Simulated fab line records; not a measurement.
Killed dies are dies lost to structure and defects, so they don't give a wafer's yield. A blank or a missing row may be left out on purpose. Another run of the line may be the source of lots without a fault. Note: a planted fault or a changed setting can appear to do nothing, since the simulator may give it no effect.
fab line records	flow nand_harc
record: lots: 5	wafers: 15	last_day: 30
route steps=1302 shown A_M0@1145 A_M1@1169 END@1302
lots that met no fault: taken from a fault-free run of the same line
start_h: hours from the record's first day to the start of the lot's first wafer shown	wait_h: hours elapsed since this lot's preceding step	" unchanged from the row above	L1.1+2: several wafers, shown together as one row	- no value, or no start was given	* or withheld: withheld	< > ~ a bound
route shown NAME@n: NAME is a module with steps in the file, n the number in the route of the first one	usual: the fault-free wafers' mean and standard deviation	same: alike in all rows	chamber/n: place in a boat	sites: each site's reading	_std_site: standard deviation of those values	_edge_site: inner sites' mean taken away from outer sites' mean	radius_mm: how far each site lies from the wafer's centre	mask NAME#n: copy n	behind: the tool/chamber that last shaped the wafer	hold: why the lot went on hold/how many hours it stayed there/how the hold came to an end	device: the transistor (n, p or np) that didn't switch	end of line: tests run on the same wafers once the route is complete	a step without rows: its recipe alone	killed: dies lost to structure and defects at the first sort, not the wafer's yield	map: a wafer's dies, x killed, . not, _ none there
set.NAME: the run value of the setting; set.NAME@STEP: its run value at that earlier step	model.NAME: the simulator's own value behind a step, which no gauge read
lots seen at some steps along the route; tables by step, rows by wafer
services: the hour from which a tool's chamber was out of use, counted from the record's first day as start_h (under 0 if before that day), plus the number of hours and why
== steps ==
step: NHARC_A_M0_PEB_07
recipe: peb_temp_c: 100	peb_time_s: 65
step: NHARC_A_M0_DEVELOP_08
recipe: develop_time_s: 35	dev_temp_c: 23
step: NHARC_A_M0_CD_MEAS_09
recipe: target_cd_nm: 80	landing_energy_ev: 500
usual: cd_nm: 79.6/0.64
lot.wafer	tool	chamber	start_h	wait_h	cd_nm
L433.1	cd_sem-03	0	600.88	-	79.5
L433.3	"	0	"	"	79.4
L433.6	"	0	"	"	80.2
L435.2	cd_sem-02	0	618.23	-	80.0
L435.3	"	0	"	"	79.7
L435.5	"	0	"	"	79.9
L440.2	cd_sem-02	0	650.57	-	79.6
L440.3	"	0	"	"	78.8
L440.6	"	0	"	"	79.3
L438.1	cd_sem-01	0	654.90	-	78.8
L438.2	"	0	"	"	78.4
L438.5	"	0	"	"	78.6
L441.3	cd_sem-02	0	663.58	-	78.7
L441.4	"	0	"	"	79.5
L441.6	"	0	"	"	79.5
step: NHARC_A_M0_OVL_MEAS_10
recipe: pitch_nm: 160
usual: overlay_x_nm: 0.0/0.88	overlay_y_nm: -0.2/0.94
lot.wafer	tool	chamber	start_h	wait_h	overlay_x_nm	overlay_y_nm
L433.1	overlay-01	-	600.97	-	-0.8	-0.5
L433.3	"	-	"	"	-0.3	-0.8
L433.6	"	-	"	"	-0.5	-0.7
L435.2	overlay-02	-	618.32	-	-0.8	0.3
L435.3	"	-	"	"	-0.9	-0.1
L435.5	"	-	"	"	-0.7	0.1
L440.2	overlay-01	-	650.66	-	-0.5	0.6
L440.3	"	-	"	"	-0.4	0.5
L440.6	"	-	"	"	0.0	0.5
L438.1	overlay-02	-	654.99	-	-0.2	-1.2
L438.2	"	-	"	"	-0.5	-1.3
L438.5	"	-	"	"	-0.6	-1.0
L441.3	overlay-01	-	663.66	-	-0.7	-1.1
L441.4	"	-	"	"	-0.9	-0.4
L441.6	"	-	"	"	-1.0	-0.6
step: NHARC_A_M0_INSPECT_11
usual: raw_defect_count: 86/31
lot.wafer	tool	chamber	start_h	wait_h	raw_defect_count
L433.1	defect_inspect-01	-	601.01	0.0	71
L433.3	"	-	"	"	83
L433.6	"	-	"	"	72
L435.2	defect_inspect-02	-	618.36	0.0	51
L435.3	"	-	"	"	44
L435.5	"	-	"	"	44
L440.2	defect_inspect-01	-	650.69	0.0	99
L440.3	"	-	"	"	102
L440.6	"	-	"	"	92
L438.1	defect_inspect-01	-	655.03	0.0	133
L438.2	"	-	"	"	117
L438.5	"	-	"	"	119
L441.3	defect_inspect-02	-	663.70	0.0	84
L441.4	"	-	"	"	95
L441.6	"	-	"	"	87
step: NHARC_A_M0_DESCUM_14
recipe: time_s: 3	o2_flow_sccm: 200	ar_flow_sccm: 0	bias_power_w: 0	chemistry: O2
step: NHARC_A_M0_ETCH_34
recipe: target_depth_a: 400	overetch_a: 120	time_s: 43.94	ion_energy_ev: 200	n2_flow_sccm: 150	h2_flow_sccm: 150	ar_flow_sccm: 0	rf_w: 400	bias_w: 150	chemistry: N2/H2
usual: drypump_motor_current_A: 5.7/0.42	h2_flow_sccm: 150.0/0.47	oes_product_au: 1.003/0.01	rf_vpp_V: 431.2/2.7	showerhead_plenum_p_Torr: 2.06/0.093	throttle_valve_pct: 14.171/0.0086
lot.wafer	tool	chamber	start_h	wait_h	drypump_motor_current_A	h2_flow_sccm	oes_product_au	rf_hours_counter_h	rf_vpp_V	showerhead_plenum_p_Torr	throttle_valve_pct
L433.1	rie_diel-03	1	601.17	0.1	5.4	149.3	1.013	9	428.4	1.95	14.167
L433.3	"	2	"	"	5.8	149.2	1.001	8	435.0	2.16	14.184
L433.6	"	3	"	"	5.2	150.4	0.996	-	431.0	2.03	14.177
L435.3	rie_diel-03	1	618.50	0.1	5.4	149.9	1.010	10	428.3	1.95	14.181
L435.2	"	2	"	"	5.8	149.8	1.009	9	434.9	2.16	14.174
L435.5	"	1	"	"	5.4	149.9	1.013	-	430.0	1.95	14.180
L440.3	rie_diel-03	3	650.85	0.1	5.2	150.3	0.982	0	431.8	2.03	14.164
L440.2	"	0	"	"	6.0	150.4	0.996	0	429.9	2.05	14.164
L440.6	"	2	"	"	5.8	150.5	0.998	-	432.9	2.16	14.181
L438.2	rie_diel-08	2	655.18	0.1	6.0	149.9	1.011	5	432.1	2.11	14.172
L438.1	"	3	"	"	6.7	151.3	1.013	5	426.2	1.90	14.156
L438.5	"	2	"	"	6.0	149.3	1.014	-	432.7	2.11	14.176
L441.3	rie_diel-03	3	663.86	0.1	5.1	151.2	1.001	0	430.5	2.03	14.190
L441.4	"	2	"	"	5.8	150.2	0.996	-	435.0	2.16	14.173
L441.6	"	3	"	"	5.2	150.7	0.994	-	431.2	2.03	14.176
step: NHARC_A_M0_ETCH_15
recipe: target_depth_a: 1500	overetch_a: 150	time_s: 82.5	c4f8_flow_sccm: withheld	ar_flow_sccm: 400	rf_w: 600	bias_w: 300	chemistry: C4F8/Ar
usual: oes_product_au: 0.954/0.021	rf_vpp_V: 441.6/2.7
lot.wafer	tool	chamber	start_h	wait_h	oes_product_au	rf_hours_counter_h	rf_vpp_V
L433.3	rie_diel-03	2	-	-	0.928	8	446.0
L433.1	"	0	"	"	0.930	9	440.6
L433.6	"	2	"	"	0.935	-	443.9
L435.3	rie_diel-03	2	-	-	0.974	9	444.8
L435.2	"	0	"	"	0.977	9	440.6
L435.5	"	1	"	"	0.976	-	440.3
L440.2	rie_diel-03	3	-	-	0.953	0	440.9
L440.3	"	2	"	"	0.995	0	444.9
L440.6	"	3	"	"	0.959	-	439.8
L438.2	rie_diel-08	1	-	-	0.928	5	445.3
L438.1	"	3	"	"	0.925	5	437.4
L438.5	"	2	"	"	0.922	-	441.5
L441.3	rie_diel-03	3	-	-	0.949	0	440.5
L441.6	"	1	"	"	0.973	-	438.2
L441.4	"	3	"	"	0.951	-	441.5
step: NHARC_A_M0_CD_MEAS_16
usual: cd_nm: 79.6/0.88
lot.wafer	tool	chamber	start_h	wait_h	cd_nm
L433.1	cd_sem-02	-	601.37	-	80.2
L433.3	"	-	"	"	79.2
L433.6	"	-	"	"	80.7
L435.2	cd_sem-01	-	618.72	-	78.9
L435.3	"	-	"	"	79.8
L435.5	"	-	"	"	78.8
L440.2	cd_sem-01	-	651.06	-	79.4
L440.3	"	-	"	"	78.6
L440.6	"	-	"	"	79.0
L438.1	cd_sem-01	-	655.39	-	77.7
L438.2	"	-	"	"	78.3
L438.5	"	-	"	"	77.1
L441.3	cd_sem-03	-	664.10	-	79.7
L441.4	"	-	"	"	80.4
L441.6	"	-	"	"	79.8
step: NHARC_A_M0_STRIP_18
recipe: power_w: 1000	n2_flow_sccm: 150	h2_flow_sccm: 150	ar_flow_sccm: 0	bias_w: 0	chemistry: N2/H2
step: NHARC_A_M0_STRIP_19
recipe: time_s: 600	temp_c: 30	chemistry: post_etch_residue_remover
step: NHARC_A_M0_DEGAS_28
recipe: temp_c: 250	time_s: 60
step: NHARC_A_M0_PRE_CLEAN_29
recipe: time_s: 30	temp_c: 280	gas: H2/He
usual: heater_power_w: 391/47
lot.wafer	tool	chamber	start_h	wait_h	heater_power_w
L433.1	pvd_sputter-01	-	602.04	-	424
L433.3	"	-	"	"	350
L433.6	"	-	"	"	417
L435.3	pvd_sputter-02	-	619.40	-	512
L435.2	"	-	"	"	386
L435.5	"	-	"	"	387
L440.3	pvd_sputter-03	-	651.73	-	397
L440.2	"	-	"	"	394
L440.6	"	-	"	"	325
L438.2	pvd_sputter-03	-	656.12	-	339
L438.1	"	-	"	"	399
L438.5	"	-	"	"	330
L441.3	pvd_sputter-01	-	664.78	-	338
L441.4	"	-	"	"	408
L441.6	"	-	"	"	336
step: NHARC_A_M0_PVD_20
recipe: target_thk_a: 50	bias_v: 168.6	power_w: 15000	chamber_pressure_pa: 0.12	time_s: 8.06	substrate_temp_c: 50	material: TaN
step: NHARC_A_M0_PVD_21
recipe: target_thk_a: 300	chamber_pressure_pa: 5	power_w: 5000	substrate_temp_c: 30	time_s: 20.49	material: Cu
usual: throttle_valve_pct: 30.0/0.98
lot.wafer	tool	chamber	start_h	wait_h	throttle_valve_pct
L433.3	pvd_sputter-01	-	-	-	29.3
L433.1	"	-	"	"	30.2
L433.6	"	-	"	"	29.5
L435.3	pvd_sputter-02	-	-	-	30.8
L435.2	"	-	"	"	31.0
L435.5	"	-	"	"	30.5
L440.2	pvd_sputter-03	-	-	-	30.2
L440.3	"	-	"	"	31.2
L440.6	"	-	"	"	27.2
L438.1	pvd_sputter-03	-	-	-	30.6
L438.2	"	-	"	"	27.6
L438.5	"	-	"	"	30.3
L441.4	pvd_sputter-01	-	-	-	30.4
L441.3	"	-	"	"	30.4
L441.6	"	-	"	"	29.3
step: NHARC_A_M0_ECD_22
recipe: target_thk_a: 4000	bath_temp_c: 25	material: Cu
step: NHARC_A_M0_ANNEAL_30
recipe: temp_c: 225	time_s: 90
step: NHARC_A_M0_CMP_23
recipe: t_overpolish_s: 20	target_thk_nm: 113.75
usual: motor_current_A: 11.5/1.1	time_to_endpoint_s: 28.8/2.4
lot.wafer	tool	chamber	start_h	wait_h	motor_current_A	time_to_endpoint_s
L433.3	cmp-01	3	603.34	-	11.5	33.0
L433.1	"	0	"	"	11.5	33.5
L433.6	"	2	"	"	12.3	28.7
L435.3	cmp-04	0	620.45	-	12.5	25.0
L435.2	"	1	"	"	10.9	28.0
L435.5	"	0	"	"	12.0	26.7
L440.2	cmp-01	1	652.76	-	14.0	29.3
L440.3	"	2	"	"	11.6	28.8
L440.6	"	1	"	"	14.0	30.5
L438.1	cmp-04	3	657.17	-	10.2	31.1
L438.2	"	0	"	"	12.3	31.1
L438.5	"	0	"	"	11.9	30.6
L441.3	cmp-01	3	666.17	-	11.1	28.6
L441.4	"	1	"	"	14.0	29.1
L441.6	"	2	"	"	12.0	26.5
step: NHARC_A_M0_THK_MEAS_24
recipe: thk_meas_gauge: xrf
usual: thk_nm: 113.7/1.3
lot.wafer	tool	chamber	start_h	wait_h	thk_nm
L433.1	film_metro-01	-	603.60	-	116.7
L433.3	"	-	"	"	114.6
L433.6	"	-	"	"	115.6
L435.2	film_metro-01	-	620.76	-	112.5
L435.3	"	-	"	"	112.4
L435.5	"	-	"	"	111.9
L440.2	film_metro-02	-	653.07	-	113.9
L440.3	"	-	"	"	113.0
L440.6	"	-	"	"	114.5
L438.1	film_metro-01	-	657.48	-	113.9
L438.2	"	-	"	"	112.8
L438.5	"	-	"	"	115.2
L441.3	film_metro-02	-	666.45	-	113.5
L441.4	"	-	"	"	113.6
L441.6	"	-	"	"	111.6
step: NHARC_A_M0_SRD_25
step: NHARC_A_M0_PRE_CLEAN_31
recipe: time_s: 12	temp_c: 370	rf_power_w: 300	gas: NH3
step: NHARC_A_M0_DEP_32
recipe: target_thk_a: 300	temp_c: 370	target_thk_nm: 30	pressure_torr: 3	flow_sccm: 200	rf_w: 450	material: SiCN
step: NHARC_A_M1_DEP_00
recipe: target_thk_a: 1825	target_thk_nm: 182.5	temp_c: withheld	pressure_torr: 5	flow_sccm: 200	rf_w: 600	material: SiOC
step: NHARC_A_M1_DEHYDRATE_01
recipe: temp_c: 150	time_s: 120
step: NHARC_A_M1_HMDS_02
recipe: time_s: 30
step: NHARC_A_M1_COAT_34
recipe: temp_c: 200	time_s: 65
step: NHARC_A_M1_COAT_03
recipe: spin_rpm: 1500	resist_thk_nm: 90
step: NHARC_A_M1_SOFTBAKE_04
recipe: temp_c: 105	time_s: 55
step: NHARC_A_M1_EBR_05
step: NHARC_A_M1_EXPOSE_06
recipe: na: 1.35	target_cd_nm: 120	dose_mj: 75.13	mask_id: A_M1
step: NHARC_A_M1_PEB_07
recipe: peb_temp_c: 100	peb_time_s: 65
step: NHARC_A_M1_DEVELOP_08
recipe: develop_time_s: 35	dev_temp_c: 23
step: NHARC_A_M1_CD_MEAS_09
recipe: target_cd_nm: 120	landing_energy_ev: 500
usual: cd_nm: 120.2/0.77
lot.wafer	tool	chamber	start_h	wait_h	cd_nm
L433.1	cd_sem-02	0	605.17	-	120.7
L433.3	"	0	"	"	119.2
L433.6	"	0	"	"	119.5
L435.2	cd_sem-03	0	622.31	-	119.6
L435.3	"	0	"	"	119.1
L435.5	"	0	"	"	119.1
L440.2	cd_sem-02	0	654.63	-	119.7
L440.3	"	0	"	"	120.5
L440.6	"	0	"	"	121.0
L438.1	cd_sem-03	0	658.92	-	119.7
L438.2	"	0	"	"	120.6
L438.5	"	0	"	"	119.5
L441.3	cd_sem-01	0	668.01	-	120.8
L441.4	"	0	"	"	120.0
L441.6	"	0	"	"	119.1
step: NHARC_A_M1_OVL_MEAS_10
recipe: pitch_nm: 240
usual: overlay_x_nm: 0.2/0.88	overlay_y_nm: 0.1/0.87
lot.wafer	tool	chamber	start_h	wait_h	overlay_x_nm	overlay_y_nm
L433.1	overlay-01	-	605.26	-	0.2	1.9
L433.3	"	-	"	"	0.0	2.0
L433.6	"	-	"	"	0.0	1.1
L435.2	overlay-01	-	622.40	-	0.3	0.1
L435.3	"	-	"	"	-0.4	0.8
L435.5	"	-	"	"	-0.2	0.2
L440.2	overlay-01	-	654.72	-	-0.2	0.1
L440.3	"	-	"	"	0.3	0.8
L440.6	"	-	"	"	0.3	0.0
L438.1	overlay-01	-	659.00	-	0.7	-0.7
L438.2	"	-	"	"	0.4	-1.0
L438.5	"	-	"	"	0.0	-1.1
L441.3	overlay-02	-	668.09	-	0.6	1.9
L441.4	"	-	"	"	1.1	1.6
L441.6	"	-	"	"	0.8	1.5
step: NHARC_A_M1_DESCUM_14
recipe: time_s: 3	o2_flow_sccm: 200	ar_flow_sccm: 0	bias_power_w: 0	chemistry: O2
usual: drypump_motor_current_A: 5.7/0.37	oes_product_au: 1.002/0.012	rf_vpp_V: 57.7/0.87	showerhead_plenum_p_Torr: 1.87/0.083	throttle_valve_pct: 11.311/0.0089
lot.wafer	tool	chamber	start_h	wait_h	drypump_motor_current_A	oes_product_au	rf_hours_counter_h	rf_vpp_V	showerhead_plenum_p_Torr	throttle_valve_pct
L433.1	rie_diel-05	0	605.36	0.1	5.8	1.003	1	56.8	2.01	11.326
L433.3	"	1	"	"	5.0	1.016	1	59.5	2.03	11.317
L433.6	"	1	"	"	4.9	1.006	-	58.5	2.03	11.313
L435.3	rie_diel-10	1	622.49	0.1	6.2	0.976	1	58.7	1.87	11.309
L435.2	"	0	"	"	5.9	1.004	1	57.1	1.99	11.307
L435.5	"	0	"	"	5.9	1.003	-	58.5	1.99	11.300
L440.3	rie_diel-10	1	654.81	0.1	6.2	0.991	4	57.1	1.87	11.318
L440.2	"	3	"	"	5.6	1.011	4	56.4	1.78	11.313
L440.6	"	1	"	"	6.2	0.993	-	58.8	1.87	11.305
L438.2	rie_diel-01	0	659.11	0.1	5.9	1.007	2	57.4	1.81	11.323
L438.1	"	2	"	"	5.1	1.017	2	58.1	1.79	11.295
L438.5	"	3	"	"	5.9	0.995	-	58.8	1.93	11.307
L441.3	rie_diel-01	1	668.21	0.1	6.1	0.990	2	58.1	1.84	11.320
L441.4	"	2	"	"	5.1	1.016	3	57.5	1.79	11.319
L441.6	"	3	"	"	5.9	0.988	-	56.7	1.93	11.306
step: NHARC_A_M1_ETCH_35
recipe: target_depth_a: 400	overetch_a: 120	time_s: 43.94	ion_energy_ev: 200	n2_flow_sccm: 150	h2_flow_sccm: 150	ar_flow_sccm: 0	rf_w: 400	bias_w: 150	chemistry: N2/H2
step: NHARC_A_M1_ETCH_15
recipe: target_depth_a: 1825	time_s: 91.2	c4f8_flow_sccm: withheld	ar_flow_sccm: 400	rf_w: 600	bias_w: 300	chemistry: C4F8/Ar
step: NHARC_A_M1_CD_MEAS_16
usual: cd_nm: 120.3/0.96
lot.wafer	tool	chamber	start_h	wait_h	cd_nm
L433.1	cd_sem-01	-	605.66	-	119.7
L433.3	"	-	"	"	118.7
L433.6	"	-	"	"	118.9
L435.2	cd_sem-03	-	622.84	-	120.3
L435.3	"	-	"	"	120.4
L435.5	"	-	"	"	119.0
L440.2	cd_sem-03	-	655.12	-	120.3
L440.3	"	-	"	"	121.7
L440.6	"	-	"	"	121.5
L438.1	cd_sem-01	-	659.41	-	119.7
L438.2	"	-	"	"	122.1
L438.5	"	-	"	"	120.1
L441.3	cd_sem-01	-	668.50	-	121.5
L441.4	"	-	"	"	119.9
L441.6	"	-	"	"	120.4
step: NHARC_A_M1_STRIP_18
recipe: power_w: 1000	n2_flow_sccm: 150	h2_flow_sccm: 150	ar_flow_sccm: 0	bias_w: 0	chemistry: N2/H2
step: NHARC_END_SORT_01
recipe: temp_c: 25
usual: defect_limited_yield: 90.8/2.5	killed_at_array: 58/17	killed_at_other: 1.0/1.4	killed_at_periphery: 3.6/2.4	killed_dies: 62/17	killed_open: 3.4/2	killed_short: 2.2/1.6
same: gross_dies: 677
lot.wafer	tool	chamber	start_h	wait_h	defect_limited_yield[%]	killed_at_array	killed_at_other	killed_at_periphery	killed_dies	killed_open	killed_short
L438.1	prober-02	0	697.67	2.5	78.7	143	1	0	144	6	0
L438.2	prober-02	0	698.47	2.8	88.0	75	0	6	81	6	1
L438.5	prober-02	0	700.90	3.7	89.4	69	0	3	72	3	0
L441.3	prober-01	0	711.21	3.1	91.7	54	0	2	56	1	1
L441.4	prober-01	0	712.00	3.4	90.7	59	1	3	63	2	1
L441.6	prober-01	0	713.59	4.0	90.8	58	0	4	62	1	1
killed by level:class
L438.1 A_M0:unspecified=68 A_SLIT:chamber_film_flake=31 A_CHANNEL_HOLE_D1:chamber_film_flake=25 A_STAIRCASE:chamber_film_flake=10 A_CHANNEL_FILL_D2:chamber_film_flake=2 A_ONON_D2:geometric_particle:open=1 A_CHANNEL_HOLE_D2:geometric_particle:open=1 A_SLIT:geometric_particle:open=1
L438.2 A_SLIT:chamber_film_flake=30 A_CHANNEL_HOLE_D1:chamber_film_flake=29 A_M0:geometric_particle:open=4 A_CHANNEL_HOLE_D2:chamber_film_flake=4 P_GATE:chamber_film_flake=3 A_STAIRCASE:chamber_film_flake=3 P_ZERO_WELL:chamber_film_flake=2 A_CONTACT:chamber_film_flake=2
L438.5 A_SLIT:chamber_film_flake=29 A_CHANNEL_HOLE_D1:chamber_film_flake=25 A_STAIRCASE:chamber_film_flake=6 A_BLC:chamber_film_flake=2 A_M0:chamber_film_flake=2 P_M0:geometric_particle:open=1 A_M0:geometric_particle:open=1 A_M1:geometric_particle:open=1
L441.3 A_SLIT:chamber_film_flake=30 A_CHANNEL_HOLE_D2:chamber_film_flake=8 A_CHANNEL_HOLE_D1:chamber_film_flake=5 A_CONTACT:chamber_film_flake=5 A_CHANNEL_FILL_D1:chamber_film_flake=2 A_STAIRCASE:chamber_film_flake=2 P_M0:geometric_particle:short=1 P_M0:geometric_particle:open=1
L441.4 A_SLIT:chamber_film_flake=38 A_CHANNEL_HOLE_D1:chamber_film_flake=8 A_CHANNEL_HOLE_D2:chamber_film_flake=5 A_CONTACT:chamber_film_flake=3 P_GATE:chamber_film_flake=2 A_STAIRCASE:chamber_film_flake=2 A_CHANNEL_FILL_D1:geometric_particle:open=1 A_ONON_D2:geometric_particle:open=1
L441.6 A_SLIT:chamber_film_flake=39 A_CHANNEL_HOLE_D1:chamber_film_flake=8 A_CHANNEL_HOLE_D2:chamber_film_flake=6 P_GATE:chamber_film_flake=2 A_CHANNEL_FILL_D1:geometric_particle:open=1 A_WL_FILL:geometric_particle:short=1 P_ZERO_WELL:chamber_film_flake=1 P_M0:chamber_film_flake=1
map L438.1 (x killed, . not)
____________.____________
_________x......_________
_______..........._______
______.............______
_____.............x._____
____.................____
____...x.............____
___.xx................___
___xxxxx..............___
__xxxx..x..............__
__xxxx.x.........x.....__
_.xxx.............x....._
_..xxx.........x........_
_.xx............x......._
_.xxxxx................._
_xxxxxxx............x..._
.x.xxx...................
xx.xxxxx.........xx......
..xxxxxx..........x......
....xx...................
....x....................
_......x................_
_......................._
_......................._
_......................._
_..x...................._
__.....xx..............__
__....xx.xxx.x.........__
___.....xxxxx.........___
___..x..xxxxxxx...x...___
____...xxxxxxxx......____
____..x.xxxxxx.x..x..____
_____..xxxxxxxx.xx.._____
______xxxxxxxxx....______
_______xxxxxxxxx.._______
_________xxxxxx._________
____________x____________
map L440.3 (x killed, . not)
____________.____________
_________......._________
_______.......x..._______
______.......x.....______
_____..............._____
____.xx..............____
____..............x..____
___x..................___
___xxxxx............x.___
__.xxxx................__
__xxx.x.....x..........__
_.xxxx.x........x......._
_.xxxx.................._
_..xxxx................._
_..xxx.............x...._
_.x....................._
.........................
..........x......xx......
.................x.x.....
..x.......x.....x...x....
................xxx......
_................xx.x..._
_..............xxxx....x_
_...........x..x.xxxx..._
_.......x..x.......x...._
_..................xx..._
__..............x......__
__.....................__
___...................___
___..........x........___
____.............x...____
____..............x..____
_____.........x....._____
______........x..x.______
_______..........._______
_________......._________
____________.____________
== services ==
tool	chamber	start_h	hours	kind
cmp-01	-	580.39	4.0	pm
pvd_sputter-01	-	582.00	10.0	pm
rie_diel-05	-	583.65	9.0	pm
rie_diel-03	0	589.84	-	clean
rie_diel-03	1	589.84	-	clean
rie_diel-03	2	589.84	-	clean
rie_diel-03	3	589.84	-	clean
rie_diel-08	0	592.38	3.8	repair
rie_diel-10	-	596.50	9.0	pm
cmp-04	-	596.82	1.9	repair
cmp-04	-	601.00	4.0	pm
rie_diel-03	0	614.34	-	clean
rie_diel-03	1	614.34	-	clean
rie_diel-03	2	614.34	-	clean
rie_diel-03	3	614.34	-	clean
rie_diel-10	2	618.24	8.7	repair
pvd_sputter-01	-	622.08	2.6	repair
rie_diel-03	-	635.34	9.0	pm
rie_diel-03	0	635.34	9.0	vent_cycle
pvd_sputter-02	-	638.00	10.0	pm
rie_diel-05	-	642.94	3.1	repair
rie_diel-03	0	652.62	26.1	repair
pvd_sputter-03	-	658.95	2.5	repair
rie_diel-05	-	667.08	0.7	repair
== key ==
first_sign: step: NHARC_END_SORT_01	reading: killed_at_array	direction: up	sigmas: 5.1	usual: 58	struck: 143
effect: step: NHARC_END_SORT_01	reading: defect_limited_yield	direction: down	sigmas: 4.8	usual: 90.8	struck: 78.7
more_kills_born_at: NHARC_A_M0_PRE_CLEAN_29@pvd_sputter-03: 68
met_at NHARC_A_M0_PRE_CLEAN_29
struck_wafers L438.1
onset_between 651.73 656.12
fault: kind: chamber_particle_source	tool: pvd_sputter-03	chamber: -	onset_h: 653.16	steps: NHARC_A_M0_PRE_CLEAN_29	rate_per_visit_cm2: 1.8706	end_h: 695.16	scope: struck_wafers_only
